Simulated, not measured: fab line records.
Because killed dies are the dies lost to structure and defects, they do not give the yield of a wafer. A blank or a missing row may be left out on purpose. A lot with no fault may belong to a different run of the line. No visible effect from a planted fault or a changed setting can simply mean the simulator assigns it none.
fab line records	flow nand_harc
[record] lots = 24	wafers = 72	last_day = 24
route steps=1159 shown A_STAIRCASE@551
lots that met no fault: taken from a fault-free run of the same line
start_h: the number of hours between the record's first day and the start of the first shown wafer of the lot	wait_h: how many hours have passed since the lot's step before this one	" repeats the value in the row above	L1.1+2: a single row standing in for several wafers	- no value, or no start given	* or withheld: withheld	< > ~ a bound
route shown NAME@n: NAME is a module with steps in the file, n the number in the route of the first one	usual: average and standard deviation across the fault-free wafers	same: alike in all rows	chamber/n: place in a boat	sites: per-site readings	_std_site: standard deviation of those values	_edge_site: outer sites' mean less inner sites'	radius_mm: for every site, how far away it sits from the centre of the wafer	mask NAME#n: copy n	behind: the last tool/chamber to shape the wafer	hold: the reason the lot was held/the length of the hold in hours/how it ended	device: transistor that didn't switch, given as n, p or np	end of line: the same wafers' tests at the end of the route	where a step has no rows: the recipe by itself	killed: at the first sort, the dies lost to defects and structure; wafer yield is something else	map: dies across one wafer; x = killed, . = not, _ = none there
set.NAME: the setting the step ran with; set.NAME@STEP: the setting that earlier step ran with	model.NAME: the simulator's own value behind a step, which no gauge read
a sample of lots followed through the steps of the route, with each step as a table and each wafer as a row
services: the hour from which a tool's chamber was out of use, counted from the record's first day as start_h (under 0 if before that day), plus the number of hours and why
[[steps]]
[step NHARC_A_STAIRCASE_ETCH_15]
[recipe] target_depth_a = 1000	time_s = 40.5	ion_energy_ev = 400	c4f8_flow_sccm = 20	o2_flow_sccm = 10	ar_flow_sccm = withheld	rf_w = 600	bias_w = 1000	chemistry = C4F8/O2
[usual] bias_w = 1000/3.1	oes_product_au = 0.941/0.014	rf_vpp_V = 897/3.9
lot.wafer	tool	chamber	start_h	wait_h	bias_w	oes_product_au	rf_hours_counter_h	rf_vpp_V
L074.2	rie_diel-11	1	-	-	998	0.950	11	900
L074.3	"	2	"	"	1004	0.961	12	888
L074.1	"	0	"	"	995	0.934	11	895
L075.2	rie_diel-07	3	-	-	998	0.927	2	897
L075.3	"	0	"	"	998	0.954	3	900
L075.5	"	3	"	"	1000	0.947	-	896
L076.1	rie_diel-03	0	-	-	996	0.942	10	900
L076.2	"	1	"	"	998	0.932	11	901
L076.3	"	3	"	"	1002	0.947	8	896
L077.2	rie_diel-07	2	-	-	1002	0.929	6	893
L077.3	"	0	"	"	1004	0.947	6	899
L077.5	"	3	"	"	993	0.923	-	898
L079.2	rie_diel-03	2	-	-	999	0.932	15	903
L079.6	"	1	"	"	1000	0.919	-	900
L079.5	"	2	"	"	1001	0.927	-	902
L080.4	rie_diel-11	2	-	-	1000	0.938	24	888
L080.2	"	3	"	"	1001	0.918	24	891
L080.1	"	0	"	"	994	0.912	24	894
L078.4	rie_diel-07	2	-	-	1000	0.948	9	893
L078.2	"	3	"	"	1005	0.931	9	897
L078.5	"	0	"	"	1006	0.957	-	899
L081.3	rie_diel-03	0	-	-	1000	0.948	18	902
L081.5	"	2	"	"	1001	0.940	-	902
L081.6	"	3	"	"	997	0.947	-	895
L082.1	rie_diel-07	1	-	-	1001	0.951	17	895
L082.4	"	2	"	"	997	0.935	16	893
L082.5	"	3	"	"	1002	0.933	-	896
L083.1	rie_diel-11	0	-	-	998	0.924	34	894
L083.6	"	0	"	"	999	0.927	-	895
L083.5	"	1	"	"	998	0.937	-	900
L084.4	rie_diel-11	0	-	-	997	0.925	37	895
L084.6	"	1	"	"	1005	0.930	-	899
L084.5	"	2	"	"	995	0.962	-	888
L085.2	rie_diel-03	3	-	-	1006	0.953	27	895
L085.3	"	0	"	"	1005	0.962	-	901
L085.5	"	0	"	"	1002	0.959	-	901
L087.3	rie_diel-11	1	-	-	999	0.926	40	898
L087.5	"	3	"	"	1003	0.910	-	891
L087.6	"	0	"	"	1000	0.908	-	895
L086.1	rie_diel-07	0	-	-	995	0.937	30	898
L086.2	"	1	"	"	999	0.929	30	895
L086.3	"	2	"	"	998	0.921	29	893
L089.3	rie_diel-07	1	-	-	1003	0.947	37	895
L089.2	"	2	"	"	1000	0.949	35	893
L089.5	"	1	"	"	1005	0.960	-	893
L088.3	rie_diel-03	0	-	-	1006	0.944	36	900
L088.5	"	3	"	"	996	0.951	-	893
L088.6	"	0	"	"	1008	0.939	-	901
L091.4	rie_diel-07	0	-	-	1001	0.951	38	898
L091.3	"	1	"	"	997	0.960	39	895
L091.1	"	2	"	"	997	0.935	37	891
L093.3	rie_diel-03	2	-	-	999	0.954	32	902
L093.1	"	0	"	"	1001	0.947	40	902
L093.6	"	2	"	"	998	0.955	-	904
L092.1	rie_diel-11	2	-	-	998	0.947	50	887
L092.2	"	3	"	"	1000	0.925	55	891
L092.4	"	0	"	"	1001	0.928	55	891
L090.1	rie_diel-07	2	-	-	996	0.937	39	892
L090.4	"	0	"	"	1001	0.952	40	897
L090.5	"	2	"	"	997	0.923	-	893
L094.2	rie_diel-03	0	-	-	1003	0.948	46	900
L094.3	"	3	"	"	998	0.960	52	894
L094.4	"	3	"	"	1000	0.960	-	895
L096.1	rie_diel-03	2	-	-	998	0.922	42	902
L096.6	"	2	"	"	1000	0.920	-	902
L096.5	"	3	"	"	999	0.950	-	893
L095.3	rie_diel-07	3	-	-	997	0.933	46	897
L095.5	"	0	"	"	1002	0.959	-	897
L095.6	"	1	"	"	998	0.946	-	895
L097.3	rie_diel-07	0	-	-	1004	0.948	50	900
L097.1	"	2	"	"	998	0.922	51	893
L097.2	"	3	"	"	1003	0.925	50	896
[step NHARC_A_STAIRCASE_TRIM_16]
[recipe] time_s = 211.2	o2_flow_sccm = 500	ar_flow_sccm = 0	bias_w = 0	chemistry = O2
[usual] drypump_motor_current_A = 5.9/0.59	oes_product_au = 1.003/0.013	rf_vpp_V = 57.8/0.88	showerhead_plenum_p_Torr = 3.54/0.1	throttle_valve_pct = 17.036/0.0092
[same] bias_w = 0
lot.wafer	tool	chamber	start_h	wait_h	drypump_motor_current_A	oes_product_au	rf_hours_counter_h	rf_vpp_V	showerhead_plenum_p_Torr	throttle_valve_pct
L074.3	rie_diel-11	3	-	-	5.4	0.984	11	57.4	3.42	17.057
L074.2	"	0	"	"	6.1	0.980	11	58.3	3.48	17.030
L074.1	"	1	"	"	6.4	0.997	12	58.4	3.63	17.042
L075.3	rie_diel-07	2	-	-	6.2	0.985	3	58.0	3.46	17.046
L075.2	"	0	"	"	5.3	1.009	3	57.4	3.62	17.052
L075.5	"	2	"	"	6.1	0.990	-	57.9	3.46	17.039
L076.1	rie_diel-03	2	-	-	5.7	0.995	9	57.8	3.72	17.025
L076.2	"	0	"	"	5.6	1.009	10	57.8	3.68	17.047
L076.3	"	1	"	"	4.9	1.007	11	58.5	3.63	17.027
L077.3	rie_diel-07	0	-	-	5.4	1.012	6	59.1	3.62	17.032
L077.2	"	2	"	"	6.2	1.021	6	59.3	3.46	17.047
L077.5	"	0	"	"	5.3	1.007	-	57.8	3.62	17.032
L080.1	rie_diel-11	3	-	-	5.4	0.993	24	57.9	3.41	17.035
L080.4	"	0	"	"	6.2	0.978	24	58.9	3.47	17.031
L080.2	"	1	"	"	6.4	1.008	24	58.0	3.62	17.019
L079.2	rie_diel-03	0	-	-	5.6	1.016	16	58.2	3.67	17.044
L079.6	"	3	"	"	6.8	1.011	-	58.1	3.50	17.043
L079.5	"	0	"	"	5.6	1.007	-	58.2	3.68	17.030
L078.4	rie_diel-07	1	-	-	6.7	1.026	10	56.1	3.51	17.041
L078.2	"	2	"	"	6.2	1.007	9	57.1	3.46	17.040
L078.5	"	2	"	"	6.1	1.004	-	58.2	3.46	17.034
L081.3	rie_diel-03	0	-	-	5.6	1.009	18	58.9	3.67	17.044
L081.5	"	3	"	"	6.8	1.017	-	57.6	3.49	17.044
L081.6	"	0	"	"	5.6	1.015	-	58.8	3.67	17.029
L082.4	rie_diel-07	1	-	-	6.7	1.007	19	57.3	3.51	17.025
L082.1	"	2	"	"	6.2	0.980	17	59.0	3.45	17.038
L082.5	"	1	"	"	6.7	1.008	-	57.1	3.51	17.038
L083.1	rie_diel-11	3	-	-	5.4	0.987	33	57.0	3.40	17.032
L083.6	"	0	"	"	6.1	0.996	-	57.7	3.47	17.026
L083.5	"	1	"	"	6.4	0.999	-	58.2	3.62	17.017
L084.4	rie_diel-11	0	-	-	6.2	0.980	37	58.7	3.47	17.047
L084.6	"	0	"	"	6.2	0.984	-	57.3	3.47	17.032
L084.5	"	1	"	"	6.4	1.008	-	58.3	3.62	17.026
L085.2	rie_diel-03	3	-	-	6.8	1.013	27	56.4	3.49	17.037
L085.3	"	3	"	"	6.8	1.016	-	58.2	3.49	17.032
L085.5	"	3	"	"	6.8	1.017	-	58.1	3.49	17.037
L087.3	rie_diel-11	2	-	-	5.6	1.009	39	56.8	3.33	17.024
L087.6	"	1	"	"	6.4	1.002	-	58.6	3.61	17.028
L087.5	"	2	"	"	5.6	1.010	-	56.4	3.33	17.038
L086.2	rie_diel-07	0	-	-	5.3	1.011	30	59.4	3.61	17.030
L086.3	"	1	"	"	6.7	1.008	30	57.9	3.50	17.029
L086.1	"	3	"	"	5.1	0.988	29	57.0	3.54	17.032
L089.2	rie_diel-07	0	-	-	5.4	1.011	36	56.3	3.60	17.033
L089.3	"	3	"	"	5.1	0.982	34	57.5	3.54	17.025
L089.5	"	1	"	"	6.7	1.009	-	59.2	3.50	17.046
L088.3	rie_diel-03	2	-	-	5.7	1.000	29	58.5	3.71	17.029
L088.6	"	0	"	"	5.6	1.016	-	58.2	3.66	17.040
L088.5	"	1	"	"	4.9	1.006	-	58.1	3.62	17.055
L091.1	rie_diel-07	1	-	-	6.6	1.024	39	58.1	3.50	17.027
L091.3	"	2	"	"	6.2	1.002	37	56.6	3.44	17.035
L091.4	"	3	"	"	5.1	0.981	36	58.0	3.54	17.033
L093.1	rie_diel-03	1	-	-	4.9	0.994	41	56.5	3.62	17.033
L093.3	"	0	"	"	5.6	1.017	40	57.8	3.66	17.024
L093.6	"	1	"	"	4.9	1.000	-	58.2	3.62	17.021
L092.2	rie_diel-11	1	-	-	6.4	1.000	50	57.9	3.61	17.040
L092.4	"	2	"	"	5.6	1.012	50	59.5	3.32	17.023
L092.1	"	3	"	"	5.4	0.985	55	56.7	3.39	17.036
L090.1	rie_diel-07	0	-	-	5.3	1.013	40	57.1	3.60	17.018
L090.4	"	1	"	"	6.7	1.013	41	57.9	3.50	17.043
L090.5	"	2	"	"	6.2	1.009	-	56.5	3.44	17.034
L094.3	rie_diel-03	3	-	-	6.8	1.020	53	57.5	3.47	17.031
L094.2	"	0	"	"	5.6	1.016	46	58.0	3.66	17.038
L094.4	"	3	"	"	6.8	1.027	-	58.5	3.47	17.040
L096.1	rie_diel-03	0	-	-	5.6	1.019	50	58.3	3.66	17.043
L096.5	"	2	"	"	5.7	1.001	-	57.4	3.70	17.031
L096.6	"	3	"	"	6.8	1.008	-	57.6	3.47	17.047
L095.3	rie_diel-07	1	-	-	6.7	1.029	49	56.7	3.49	17.038
L095.5	"	2	"	"	6.2	1.005	-	56.9	3.44	17.046
L095.6	"	3	"	"	5.1	0.994	-	59.0	3.53	17.030
L097.2	rie_diel-07	1	-	-	6.7	1.020	52	56.6	3.49	17.030
L097.3	"	2	"	"	6.2	1.007	51	56.8	3.44	17.023
L097.1	"	3	"	"	5.1	0.975	50	56.7	3.53	17.020
[step NHARC_A_STAIRCASE_TRIM_26]
[recipe] time_s = 211.2	o2_flow_sccm = 500	ar_flow_sccm = 0	bias_w = 0	chemistry = O2
[usual] drypump_motor_current_A = 5.8/0.54	oes_product_au = 0.999/0.012	rf_vpp_V = 57.8/0.91	showerhead_plenum_p_Torr = 3.50/0.1	throttle_valve_pct = 17.037/0.0087
[same] bias_w = 0
lot.wafer	tool	chamber	start_h	wait_h	drypump_motor_current_A	oes_product_au	rf_hours_counter_h	rf_vpp_V	showerhead_plenum_p_Torr	throttle_valve_pct
L074.3	rie_diel-11	2	-	-	5.6	1.008	14	57.3	3.34	17.026
L074.2	"	3	"	"	5.3	0.990	13	57.4	3.41	17.020
L074.1	"	0	"	"	6.1	0.984	12	58.7	3.48	17.044
L075.2	rie_diel-07	0	-	-	5.4	1.015	4	59.4	3.62	17.022
L075.3	"	1	"	"	6.6	1.021	4	58.3	3.52	17.031
L075.5	"	1	"	"	6.7	1.014	-	57.6	3.52	17.040
L076.3	rie_diel-11	1	-	-	6.4	1.001	17	58.1	3.63	17.041
L076.2	"	2	"	"	5.6	1.006	17	58.1	3.34	17.030
L076.1	"	0	"	"	6.1	0.993	16	57.1	3.48	17.037
L077.2	rie_diel-11	2	-	-	5.6	1.017	19	58.9	3.34	17.044
L077.3	"	3	"	"	5.4	0.992	18	57.0	3.41	17.023
L077.5	"	2	"	"	5.6	1.021	-	58.2	3.34	17.038
L080.2	rie_diel-11	3	-	-	5.3	0.999	25	57.1	3.41	17.044
L080.4	"	0	"	"	6.1	0.980	24	57.2	3.47	17.028
L080.1	"	2	"	"	5.6	1.009	25	58.0	3.34	17.031
L079.2	rie_diel-11	3	-	-	5.4	0.992	25	58.6	3.41	17.041
L079.6	"	0	"	"	6.1	0.980	-	57.5	3.47	17.045
L079.5	"	1	"	"	6.4	1.006	-	58.5	3.62	17.042
L078.4	rie_diel-07	1	-	-	6.7	1.020	13	58.5	3.51	17.032
L078.2	"	3	"	"	5.1	0.983	11	57.7	3.55	17.032
L078.5	"	1	"	"	6.7	1.016	-	59.3	3.51	17.040
L081.3	rie_diel-03	2	-	-	5.7	1.001	19	59.3	3.71	17.034
L081.5	"	3	"	"	6.8	1.015	-	56.9	3.49	17.048
L081.6	"	1	"	"	4.9	0.990	-	59.2	3.63	17.039
L082.4	rie_diel-07	1	-	-	6.7	1.015	20	57.2	3.51	17.035
L082.1	"	2	"	"	6.2	1.004	18	57.4	3.45	17.032
L082.5	"	0	"	"	5.3	1.021	-	55.9	3.61	17.040
L083.1	rie_diel-07	0	-	-	5.4	1.025	21	56.9	3.61	17.045
L083.6	"	1	"	"	6.7	1.009	-	57.6	3.51	17.026
L083.5	"	2	"	"	6.1	1.011	-	57.2	3.45	17.034
L084.4	rie_diel-07	2	-	-	6.2	0.994	24	57.7	3.45	17.043
L084.6	"	3	"	"	5.1	0.978	-	57.9	3.54	17.046
L084.5	"	0	"	"	5.3	1.017	-	56.5	3.61	17.043
L085.2	rie_diel-11	0	-	-	6.1	0.985	37	58.0	3.47	17.033
L085.3	"	1	"	"	6.4	0.998	36	57.2	3.62	17.034
L085.5	"	3	"	"	5.4	0.989	-	59.3	3.40	17.033
L086.2	rie_diel-07	0	-	-	5.3	1.014	31	58.2	3.61	17.049
L086.1	"	1	"	"	6.7	1.015	31	58.3	3.50	17.035
L086.3	"	2	"	"	6.2	0.996	30	56.0	3.45	17.023
L087.3	rie_diel-07	0	-	-	5.4	0.995	31	57.6	3.61	17.046
L087.6	"	3	"	"	5.1	0.987	-	58.0	3.54	17.028
L087.5	"	0	"	"	5.3	1.009	-	58.7	3.60	17.036
L089.2	rie_diel-11	0	-	-	6.1	0.981	51	58.0	3.46	17.040
L089.3	"	2	"	"	5.6	1.008	46	57.4	3.33	17.033
L089.5	"	3	"	"	5.4	0.991	-	58.2	3.39	17.017
L088.3	rie_diel-11	3	-	-	5.4	0.978	50	58.2	3.40	17.047
L088.6	"	3	"	"	5.4	0.994	-	57.3	3.39	17.028
L088.5	"	0	"	"	6.2	0.984	-	59.2	3.46	17.052
L091.4	rie_diel-07	1	-	-	6.7	1.006	39	58.9	3.50	17.041
L091.1	"	2	"	"	6.2	1.005	37	57.0	3.44	17.020
L091.3	"	3	"	"	5.1	0.988	37	56.8	3.54	17.015
L093.1	rie_diel-03	1	-	-	4.9	0.996	42	58.0	3.62	17.047
L093.3	"	2	"	"	5.6	1.000	32	58.4	3.70	17.042
L093.6	"	2	"	"	5.6	1.003	-	59.1	3.70	17.034
L092.1	rie_diel-11	3	-	-	5.4	0.984	55	57.4	3.39	17.048
L092.4	"	1	"	"	6.4	1.001	51	58.7	3.61	17.036
L092.2	"	2	"	"	5.7	0.990	51	57.4	3.32	17.033
L090.1	rie_diel-07	1	-	-	6.7	0.998	41	59.1	3.50	17.034
L090.4	"	2	"	"	6.2	1.000	39	57.1	3.44	17.034
L090.5	"	3	"	"	5.1	0.981	-	58.6	3.54	17.047
L094.2	rie_diel-11	3	-	-	5.4	0.995	60	58.1	3.39	17.039
L094.3	"	0	"	"	6.2	0.977	61	57.5	3.45	17.032
L094.4	"	1	"	"	6.4	0.995	57	57.8	3.60	17.041
L095.3	rie_diel-07	1	-	-	6.7	1.008	49	57.1	3.49	17.039
L095.5	"	3	"	"	5.1	0.984	-	56.0	3.53	17.027
L095.6	"	0	"	"	5.4	1.015	-	59.7	3.60	17.026
L096.1	rie_diel-03	0	-	-	5.6	1.007	50	57.4	3.66	17.039
L096.5	"	2	"	"	5.7	1.002	-	57.0	3.70	17.023
L096.6	"	3	"	"	6.7	1.008	-	57.4	3.47	17.040
L097.3	rie_diel-11	1	-	-	6.4	0.997	1	57.9	3.60	17.040
L097.2	"	3	"	"	5.4	0.995	1	56.1	3.39	17.035
L097.1	"	0	"	"	6.1	0.985	1	56.9	3.45	17.029
[step NHARC_A_STAIRCASE_ETCHBACK_416]
[recipe] target_depth_a = 360	time_s = 7.2	c4f8_flow_sccm = withheld	o2_flow_sccm = 8	ar_flow_sccm = withheld	rf_w = 600	bias_w = 800	chemistry = C4F8/O2/Ar
[usual] bias_w = 799.5/2.2	oes_product_au = 0.95/0.038	rf_vpp_V = 724/3.4
lot.wafer	tool	chamber	start_h	wait_h	bias_w	oes_product_au	rf_hours_counter_h	rf_vpp_V
L074.2	rie_diel-11	3	267.68	3.0	802.9	0.92	25	719
L074.1	"	0	"	"	801.2	0.91	25	722
L074.3	"	1	"	"	798.3	0.93	25	726
L075.2	rie_diel-03	3	271.48	2.5	802.2	0.92	18	723
L075.3	"	2	"	"	799.0	0.93	20	728
L075.5	"	2	"	"	797.0	0.92	-	728
L076.3	rie_diel-07	0	-	-	798.5	0.93	13	725
L076.1	"	1	"	"	797.2	0.94	14	722
L076.2	"	2	"	"	801.1	0.92	13	721
L077.2	rie_diel-03	3	-	-	796.8	0.94	20	722
L077.3	"	1	"	"	799.2	0.92	25	726
L077.5	"	3	"	"	799.4	0.95	-	722
L079.2	rie_diel-03	0	-	-	800.8	0.94	23	727
L079.6	"	1	"	"	798.3	0.91	-	726
L079.5	"	3	"	"	796.9	0.93	-	722
L080.2	rie_diel-03	3	-	-	798.3	1.01	25	724
L080.1	"	1	"	"	799.2	0.99	29	727
L080.4	"	1	"	"	800.9	0.99	-	727
L078.2	rie_diel-11	0	-	-	802.0	0.99	35	720
L078.4	"	2	"	"	799.9	1.02	34	718
L078.5	"	0	"	"	801.3	0.99	-	721
L081.3	rie_diel-11	3	-	-	801.3	0.92	35	719
L081.5	"	2	"	"	795.5	0.93	-	717
L081.6	"	3	"	"	800.5	0.92	-	720
L082.4	rie_diel-11	1	-	-	797.3	0.92	40	727
L082.1	"	0	"	"	800.8	0.91	43	721
L082.5	"	1	"	"	797.2	0.92	-	725
L083.1	rie_diel-07	1	-	-	799.3	0.93	32	722
L083.5	"	2	"	"	799.8	0.92	-	722
L083.6	"	3	"	"	797.9	0.92	-	724
L084.4	rie_diel-11	3	-	-	794.2	0.91	49	719
L084.6	"	0	"	"	801.4	0.92	-	721
L084.5	"	1	"	"	801.9	0.92	-	727
L085.2	rie_diel-03	3	336.46	2.1	800.3	0.93	46	721
L085.3	"	0	"	"	801.5	0.94	39	727
L085.5	"	1	"	"	804.9	0.92	-	728
L087.3	rie_diel-11	1	-	-	795.7	1.00	48	725
L087.5	"	0	"	"	802.1	0.98	-	722
L087.6	"	1	"	"	800.2	0.99	-	724
L086.1	rie_diel-03	1	339.68	3.0	800.7	1.00	41	727
L086.3	"	2	"	"	799.4	1.01	32	727
L086.2	"	3	"	"	801.0	1.02	47	721
L089.3	rie_diel-03	1	-	-	800.1	0.99	48	727
L089.2	"	2	"	"	800.0	0.99	40	728
L089.5	"	3	"	"	797.2	1.02	-	722
L088.3	rie_diel-11	1	-	-	797.4	0.92	58	726
L088.5	"	1	"	"	798.3	0.93	-	727
L088.6	"	2	"	"	799.6	0.94	-	717
L091.4	rie_diel-07	2	-	-	798.3	0.92	46	720
L091.3	"	3	"	"	801.0	0.90	45	724
L091.1	"	0	"	"	796.8	0.94	47	725
L093.1	rie_diel-03	2	-	-	802.5	1.01	41	728
L093.3	"	0	"	"	800.5	1.01	50	725
L093.6	"	3	"	"	796.8	1.02	-	723
L092.1	rie_diel-07	3	-	-	802.0	0.92	45	723
L092.4	"	0	"	"	796.2	0.93	47	725
L092.2	"	1	"	"	803.1	0.93	49	722
L090.4	rie_diel-03	3	-	-	800.5	0.93	57	722
L090.1	"	0	"	"	795.1	0.94	50	727
L090.5	"	3	"	"	799.7	0.94	-	721
L094.4	rie_diel-03	0	-	-	801.2	0.93	57	727
L094.3	"	1	"	"	801.4	0.93	57	726
L094.2	"	3	"	"	794.9	0.94	65	722
L096.1	rie_diel-03	2	-	-	799.0	1.01	0	728
L096.5	"	2	"	"	799.1	1.00	-	728
L096.6	"	3	"	"	801.1	1.00	-	721
L095.3	rie_diel-07	0	-	-	797.4	1.02	63	726
L095.6	"	1	"	"	803.1	1.01	-	723
L095.5	"	2	"	"	797.8	1.00	-	721
L097.1	rie_diel-11	0	-	-	799.1	0.92	11	721
L097.2	"	1	"	"	801.7	0.92	11	725
L097.3	"	2	"	"	801.2	0.93	12	716
[step NHARC_A_STAIRCASE_DEP_151]
[recipe] target_thk_a = 38000	temp_c = 400	target_thk_nm = 3800	teos_flow_sccm = 200	rf_w = 500	material = SiO2
[usual] heater_power_w = 658/91	mfc_precursor_sccm = 200.0/0.64
lot.wafer	tool	chamber	start_h	wait_h	heater_power_w	mfc_precursor_sccm
L074.3	pecvd-03	2	279.92	0.4	589	199.8
L074.1	"	0	"	"	772	199.8
L074.2	"	1	"	"	832	201.1
L075.2	pecvd-04	1	284.18	0.4	572	199.7
L075.3	"	1	"	"	535	199.5
L075.5	"	0	"	"	521	199.9
L076.2	pecvd-03	1	284.19	0.4	812	199.8
L076.3	"	2	"	"	597	199.4
L076.1	"	0	"	"	764	200.3
L077.3	pecvd-03	0	287.90	0.4	718	201.9
L077.2	"	1	"	"	756	199.6
L077.5	"	2	"	"	554	200.7
L078.2	pecvd-04	1	303.28	0.4	657	199.5
L078.4	"	0	"	"	521	199.5
L078.5	"	0	"	"	520	199.2
L079.2	pecvd-01	1	303.50	0.6	787	200.0
L079.6	"	0	"	"	633	201.4
L079.5	"	1	"	"	637	200.3
L080.1	pecvd-01	2	303.87	1.0	724	200.0
L080.2	"	0	"	"	782	199.7
L080.4	"	1	"	"	640	200.0
L081.3	pecvd-04	1	307.48	0.6	561	199.3
L081.6	"	0	"	"	521	200.7
L081.5	"	1	"	"	547	199.4
L082.1	pecvd-03	0	325.66	0.4	706	201.1
L082.5	"	0	"	"	622	199.7
L082.4	"	1	"	"	688	199.9
L083.1	pecvd-04	1	325.76	0.5	653	199.7
L083.6	"	0	"	"	538	198.4
L083.5	"	1	"	"	541	200.4
L084.4	pecvd-04	0	346.11	0.8	526	200.5
L084.6	"	2	"	"	695	200.5
L084.5	"	0	"	"	509	199.8
L085.3	pecvd-01	0	348.86	0.4	728	199.1
L085.2	"	1	"	"	770	200.2
L085.5	"	2	"	"	639	199.9
L086.2	pecvd-04	0	348.86	0.4	561	199.5
L086.1	"	2	"	"	741	200.4
L086.3	"	0	"	"	517	200.3
L087.3	pecvd-03	2	349.04	0.6	632	199.7
L087.5	"	0	"	"	612	199.4
L087.6	"	1	"	"	716	199.9
L089.2	pecvd-01	2	375.22	0.5	747	199.9
L089.3	"	0	"	"	767	201.2
L089.5	"	0	"	"	654	200.2
L088.3	pecvd-04	2	375.31	0.6	738	199.9
L088.5	"	0	"	"	533	200.0
L088.6	"	1	"	"	554	200.1
L091.3	pecvd-03	1	378.72	0.4	848	201.0
L091.1	"	2	"	"	602	200.1
L091.4	"	2	"	"	542	200.3
L093.3	pecvd-01	0	378.72	0.4	717	200.1
L093.1	"	1	"	"	777	200.4
L093.6	"	0	"	"	647	199.9
L092.2	pecvd-01	0	385.07	0.5	721	199.4
L092.1	"	1	"	"	749	201.5
L092.4	"	1	"	"	628	200.0
L090.1	pecvd-03	2	385.36	0.8	560	200.4
L090.4	"	0	"	"	609	200.8
L090.5	"	1	"	"	700	201.5
L094.2	pecvd-01	0	395.67	0.5	782	199.4
L094.3	"	1	"	"	694	199.5
L094.4	"	0	"	"	639	199.2
L095.3	pecvd-03	1	413.91	0.4	853	200.1
L095.6	"	1	"	"	700	199.3
L095.5	"	2	"	"	541	200.0
L096.1	pecvd-01	1	414.10	0.6	675	199.6
L096.6	"	2	"	"	651	200.4
L096.5	"	0	"	"	651	200.7
L097.3	pecvd-04	1	420.21	0.4	662	199.5
L097.1	"	2	"	"	824	198.3
L097.2	"	0	"	"	601	200.2
[step NHARC_A_STAIRCASE_STRIP_446]
[recipe] power_w = 1500	temp_c = 250	chemistry = O2
[usual] drypump_motor_current_A = 5.80/0.25	heater_power_w = 330/33
lot.wafer	tool	chamber	start_h	wait_h	drypump_motor_current_A	heater_power_w	rf_hours_counter_h
L075.2	plasma_asher-02	1	308.44	0.0	5.59	332	42
L075.3	"	1	"	"	5.59	327	-
L075.5	"	0	"	"	5.95	338	-
L074.2	plasma_asher-01	0	308.58	0.2	5.51	369	5
L074.1	"	1	"	"	6.19	273	5
L074.3	"	0	"	"	5.52	378	-
L076.2	plasma_asher-02	0	309.90	0.0	5.94	341	43
L076.1	"	1	"	"	5.59	337	43
L076.3	"	0	"	"	5.95	350	-
L077.2	plasma_asher-01	1	312.54	0.0	6.19	267	7
L077.3	"	0	"	"	5.51	379	-
L077.5	"	0	"	"	5.50	381	-
L079.2	plasma_asher-01	0	329.79	0.2	5.50	378	12
L079.5	"	0	"	"	5.48	374	-
L079.6	"	1	"	"	6.18	272	-
L078.2	plasma_asher-02	1	330.06	0.4	5.57	342	50
L078.4	"	1	"	"	5.58	333	-
L078.5	"	0	"	"	5.93	342	-
L080.1	plasma_asher-02	0	331.14	0.0	5.94	349	50
L080.2	"	1	"	"	5.61	329	50
L080.4	"	1	"	"	5.59	338	-
L081.3	plasma_asher-01	1	336.26	0.2	6.18	270	-
L081.5	"	0	"	"	5.49	376	-
L081.6	"	1	"	"	6.16	264	-
L082.1	plasma_asher-02	1	353.53	0.0	5.59	328	58
L082.4	"	0	"	"	5.93	348	-
L082.5	"	1	"	"	5.57	337	-
L083.1	plasma_asher-02	1	355.00	0.1	5.61	339	58
L083.5	"	0	"	"	5.96	345	-
L083.6	"	1	"	"	5.56	341	-
L086.1	plasma_asher-02	1	375.75	0.0	5.60	320	3
L086.2	"	0	"	"	5.93	338	3
L086.3	"	0	"	"	5.93	353	-
L087.3	plasma_asher-01	0	375.98	0.2	5.53	380	-
L087.6	"	1	"	"	6.18	274	-
L087.5	"	0	"	"	5.51	371	-
L084.4	plasma_asher-01	0	377.58	0.1	5.52	372	-
L084.6	"	0	"	"	5.51	379	-
L084.5	"	1	"	"	6.18	266	-
L085.2	plasma_asher-02	0	378.89	0.0	5.98	345	4
L085.3	"	1	"	"	5.55	324	-
L085.5	"	1	"	"	5.56	326	-
L089.2	plasma_asher-01	1	402.47	0.1	6.19	265	41
L089.3	"	0	"	"	5.56	376	-
L089.5	"	0	"	"	5.55	375	-
L088.3	plasma_asher-02	0	402.59	0.2	5.94	341	-
L088.5	"	0	"	"	5.96	336	-
L088.6	"	1	"	"	5.60	329	-
L093.1	plasma_asher-01	0	408.37	0.0	5.49	377	42
L093.3	"	1	"	"	6.16	270	-
L093.6	"	1	"	"	6.19	264	-
L092.1	plasma_asher-02	1	409.13	0.0	5.58	316	14
L092.2	"	0	"	"	5.96	344	14
L092.4	"	0	"	"	5.96	335	-
L090.1	plasma_asher-02	0	411.13	0.0	5.93	341	15
L090.4	"	1	"	"	5.62	324	-
L090.5	"	1	"	"	5.61	317	-
L091.1	plasma_asher-01	1	413.03	0.1	6.15	274	43
L091.3	"	1	"	"	6.16	278	-
L091.4	"	0	"	"	5.52	380	-
L094.2	plasma_asher-02	1	428.45	0.1	5.64	323	21
L094.3	"	0	"	"	5.96	337	-
L094.4	"	1	"	"	5.65	320	-
L096.1	plasma_asher-02	1	441.47	0.1	5.56	317	24
L096.5	"	0	"	"	5.93	338	-
L096.6	"	1	"	"	5.61	315	-
L095.3	plasma_asher-02	0	441.80	0.2	5.94	343	-
L095.5	"	0	"	"	5.94	340	-
L095.6	"	1	"	"	5.59	320	-
L097.1	plasma_asher-02	0	448.31	0.1	5.92	335	28
L097.2	"	1	"	"	5.60	323	28
L097.3	"	1	"	"	5.59	323	-
[[services]]
tool	chamber	start_h	hours	kind
rie_diel-03	-	215.46	9.0	pm
rie_diel-07	2	220.26	4.4	repair
rie_diel-07	-	228.35	9.0	pm
pecvd-01	-	237.00	13.0	pm
plasma_asher-02	-	256.75	4.2	repair
rie_diel-03	0	269.25	10.1	repair
plasma_asher-01	-	276.00	9.0	pm
pecvd-01	-	278.38	5.4	repair
rie_diel-03	-	281.47	2.5	repair
pecvd-04	2	282.75	23.4	repair
rie_diel-03	2	288.86	36.9	repair
pecvd-03	-	292.42	13.0	pm
rie_diel-03	1	298.74	9.8	repair
rie_diel-03	0	305.88	5.3	repair
rie_diel-11	-	346.13	0.5	repair
rie_diel-03	1	350.16	4.0	repair
rie_diel-11	-	355.38	0.4	repair
plasma_asher-02	-	360.00	9.0	pm
rie_diel-11	1	361.75	2.5	repair
rie_diel-11	-	366.50	9.0	pm
rie_diel-03	-	392.47	9.0	pm
rie_diel-07	-	405.35	9.0	pm
rie_diel-07	3	437.54	1.3	repair
plasma_asher-01	-	444.21	19.7	repair
[[key]]
fault none
